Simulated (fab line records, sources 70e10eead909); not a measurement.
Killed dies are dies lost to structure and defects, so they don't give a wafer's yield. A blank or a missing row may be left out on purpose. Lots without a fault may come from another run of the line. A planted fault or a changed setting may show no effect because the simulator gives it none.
A struck lot beside a sound one | flow nand_harc | 14 steps out of a route of 1302
Sound: wafers L847.1, L847.4, L847.5. Struck: wafers L863.2, L863.4, L863.5. The cause comes at the end.
At each step with rows: each side's tool, then ch and its chambers, then its first start. Under that, the readings that differ: sound wafers | struck wafers | difference of the means | sigmas: that difference in standard deviations of wafers without a fault.
alike: readings whose means differ by less than 2 such deviations, and words and numbers that are the same on both sides. not compared: withheld readings, readings that some wafer has no value for, bounds like >300 that may hide the same value, and numbers for which the record gives no deviation and whose values overlap.
The two part at a step that has a row with sigmas, a row that says differs or no value, or rows on one side only. Numbers that don't overlap but have no deviation are shown without sigmas and don't part them. A reading that every wafer of one side lacks parts them only if that side has two wafers or more.

first, 1 step without rows for these wafers: NHARC_A_DECK1_JOINT_SRD_15.
NHARC_A_DECK1_JOINT_DEP_16: deposits SiO2, target thk 45 nm.
  sound on pecvd-01 ch 0,1,2, day 12 07:13; struck on pecvd-02 ch 1,2, day 19 06:48
  alike: heater_power_w, throttle_valve_pct
  not compared: since_wet_clean_h
NHARC_A_DECK1_JOINT_THK_MEAS_17: measures by ellipsometry.
  sound on film_metro-01, day 12 07:28; struck on film_metro-01, day 19 07:04
  alike: thk_nm
NHARC_A_DECK1_JOINT_INSPECT_05:
  sound on defect_inspect-02, day 12 07:29; struck on defect_inspect-01, day 19 07:05
  alike: raw_defect_count
then, 1 step without rows for these wafers: NHARC_A_ONON_D2_DEP_00 (target thk 1000 nm).
NHARC_A_ONON_D2_THK_MEAS_02: measures by ellipsometry.
  sound on film_metro-01, day 12 08:04; struck on film_metro-01, day 19 07:40
  alike: thk_nm
then, 1 step without rows for these wafers: NHARC_A_ONON_D2_DEP_03 (target thk 1000 nm).
NHARC_A_ONON_D2_THK_MEAS_05: measures by ellipsometry.
  sound on film_metro-01, day 12 08:38; struck on film_metro-01, day 19 08:14
  reading     | sound       | struck         | difference | sigmas
  thk_nm (nm) | 994 994 993 | 1017 1018 1017 | +24        | +2
then, 1 step without rows for these wafers: NHARC_A_ONON_D2_DEP_06 (target thk 1000 nm).
NHARC_A_ONON_D2_THK_MEAS_08: measures by ellipsometry.
  sound on film_metro-01, day 12 09:13; struck on film_metro-01, day 19 08:49
  alike: thk_nm
then, 1 step without rows for these wafers: NHARC_A_ONON_D2_DEP_09 (target thk 1000 nm).
NHARC_A_ONON_D2_THK_MEAS_11: measures by ellipsometry.
  sound on film_metro-02, day 12 09:49; struck on film_metro-01, day 19 09:22
  alike: thk_nm
NHARC_A_ONON_D2_DEP_12: target thk 1000 nm.
  sound on pecvd_onon-04 ch 0, day 12 09:52; struck on pecvd_onon-04 ch 0, day 19 09:29
NHARC_A_ONON_D2_THK_MEAS_14: measures by ellipsometry.
  sound on film_metro-01, day 12 10:22; struck on film_metro-01, day 19 10:07
  reading     | sound          | struck      | difference | sigmas
  thk_nm (nm) | 1013 1013 1014 | 681 680 680 | -333       | -37
  not compared: hold

WHERE THEY PART
First at NHARC_A_ONON_D2_THK_MEAS_05; last, within this record, at NHARC_A_ONON_D2_THK_MEAS_14.

WHY: what the simulator had put in
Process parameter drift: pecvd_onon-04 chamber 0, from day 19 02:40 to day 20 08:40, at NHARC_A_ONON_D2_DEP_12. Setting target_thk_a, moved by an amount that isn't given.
